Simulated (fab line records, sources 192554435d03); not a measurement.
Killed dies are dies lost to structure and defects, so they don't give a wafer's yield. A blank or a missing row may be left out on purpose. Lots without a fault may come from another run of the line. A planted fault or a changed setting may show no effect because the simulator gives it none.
Split-lot experiment | flow n5_finfet | 7 lots, 21 wafers read, on a route of 1938 steps

THE SPLIT
At N5_BEOL_M7_COAT_59 (time 60 s, resist thk 100 nm), the setting spin_rpm was moved away from the recipe's 1500 rpm on 6 of the 21 wafers read, by -6.2% to +7.9%. The other wafers ran this setting at the recipe's value.

FROM THE SPLIT TO THE READING: what the file shows between them, 7 steps
- N5_BEOL_M7_COAT_60: time 60 s, resist thk 35 nm
- N5_BEOL_M7_COAT_05: resist thk 90 nm
- N5_BEOL_M7_DESCUM_16: chemistry O2, time 7.9 s
- N5_BEOL_M7_ETCH_61: etches SiARC in CF4, target depth 45.5 nm, time 75.8 s
- N5_BEOL_M7_ETCH_62: etches SOC in N2/H2, target depth 110 nm, overetch 22 nm, time 165 s
- N5_BEOL_M7_STRIP_68: strips in N2/H2
- N5_BEOL_M7_STRIP_67: strips in CF4

THE READING
SOC_of_BEOL_M7_COAT_59.thk_nm (the simulator's own value, which no gauge read), in nm, at N5_BEOL_M7_HM_OPEN_17 (chemistry Cl2/BCl3, target TiN, target depth 20 nm, overetch 6 nm). The file gives no usual value for it. The 15 wafers here that ran the recipe average 92.2 nm, standard deviation 0.26 nm.

wafer  | tool, chamber at the split | spin_rpm as run, rpm | against the recipe | SOC_of_BEOL_M7_COAT_59.thk_nm, nm | against lot-mates on the recipe
L074.3 | litho_track-04, 0          | 1500                 | recipe             | 92                                | -
L074.5 | litho_track-04, 0          | 1407                 | -6.2%              | 96                                | +4.0
L074.6 | litho_track-04, 0          | 1407                 | -6.2%              | 95.8                              | +3.8
L077.1 | litho_track-03, 0          | 1500                 | recipe             | 92.2                              | -
L077.5 | litho_track-03, 0          | 1500                 | recipe             | 92.2                              | -
L077.4 | litho_track-03, 0          | 1500                 | recipe             | 92.4                              | -
L087.1 | litho_track-04, 0          | 1500                 | recipe             | 92.6                              | -
L087.2 | litho_track-04, 0          | 1500                 | recipe             | 92.6                              | -
L087.6 | litho_track-04, 0          | 1500                 | recipe             | 92.2                              | -
L086.1 | litho_track-02, 0          | 1500                 | recipe             | 92                                | -
L086.3 | litho_track-02, 0          | 1500                 | recipe             | 92.4                              | -
L086.6 | litho_track-02, 0          | 1500                 | recipe             | 92.2                              | -
L091.3 | litho_track-02, 0          | 1588                 | +5.9%              | 89                                | -2.8
L091.4 | litho_track-02, 0          | 1500                 | recipe             | 91.8                              | -
L091.6 | litho_track-02, 0          | 1588                 | +5.9%              | 89.2                              | -2.6
L093.1 | litho_track-03, 0          | 1500                 | recipe             | 91.8                              | -
L093.2 | litho_track-03, 0          | 1500                 | recipe             | 92                                | -
L093.4 | litho_track-03, 0          | 1500                 | recipe             | 92.2                              | -
L094.2 | litho_track-04, 0          | 1618                 | +7.9%              | 88                                | -3.8
L094.4 | litho_track-04, 0          | 1500                 | recipe             | 91.8                              | -
L094.6 | litho_track-04, 0          | 1618                 | +7.9%              | 88.4                              | -3.4

THE FIT
A straight line over all 21 wafers: SOC_of_BEOL_M7_COAT_59.thk_nm changes by -0.541 nm for each +1% of spin_rpm; r = -0.99; the points scatter about the line by 0.28 nm.
The same after taking each lot's own level away (the mean of its wafers on the recipe; 21 wafers): -0.515 nm for each +1%; r = -0.99; scatter 0.29 nm.
On that fit, the largest move of spin_rpm shifts the reading by 4.1 nm.
The lots' own levels span 91.80 to 92.47 nm, that is 2.6 times the standard deviation above.
So the lot-to-lot level changes the slope little: the two slopes agree.
Check: with one of the wafers moved furthest among these (+7.9%) left out of the fit, the line predicts -3.95 nm for it against its lot-mates. It came out at -3.8 nm against them.

OTHER SPLITS ON THESE WAFERS
These wafers also went through other splits before the reading. Each is held against what the fit with the lots' levels taken away leaves over:
other split on the same wafers | wafers away from the commonest value | r with SOC_of_BEOL_M7_COAT_59.thk_nm (lot level and that fit taken away)
N5_BEOL_M7_ILD_DEP_00 time_s   | 5                                    | +0.34

THE WHOLE CHAIN: every reading that the file lists as answering this split, in the file's order
step                  | what it does                                                         | reading                                                                        | change (the file's fit)               | r (the file's)
N5_BEOL_M7_COAT_59    | time 60 s, resist thk 100 nm                                         | SOC_of_BEOL_M7_COAT_59.thk_nm (the simulator's own value, which no gauge read) | -0.523 nm for each +1% of the setting | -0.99
N5_BEOL_M7_ETCH_62    | etches SOC in N2/H2, target depth 110 nm, overetch 22 nm, time 165 s | etch.depth_nm (the simulator's own value, which no gauge read)                 | -0.526 nm for each +1% of the setting | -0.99
N5_BEOL_M7_HM_OPEN_17 | chemistry Cl2/BCl3, target TiN, target depth 20 nm, overetch 6 nm    | SOC_of_BEOL_M7_COAT_59.thk_nm (the simulator's own value, which no gauge read) | -0.507 nm for each +1% of the setting | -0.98

THE FILE'S OWN FIT
SOC_of_BEOL_M7_COAT_59.thk_nm changes by -0.507 nm for each +1% of spin_rpm, r = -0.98.
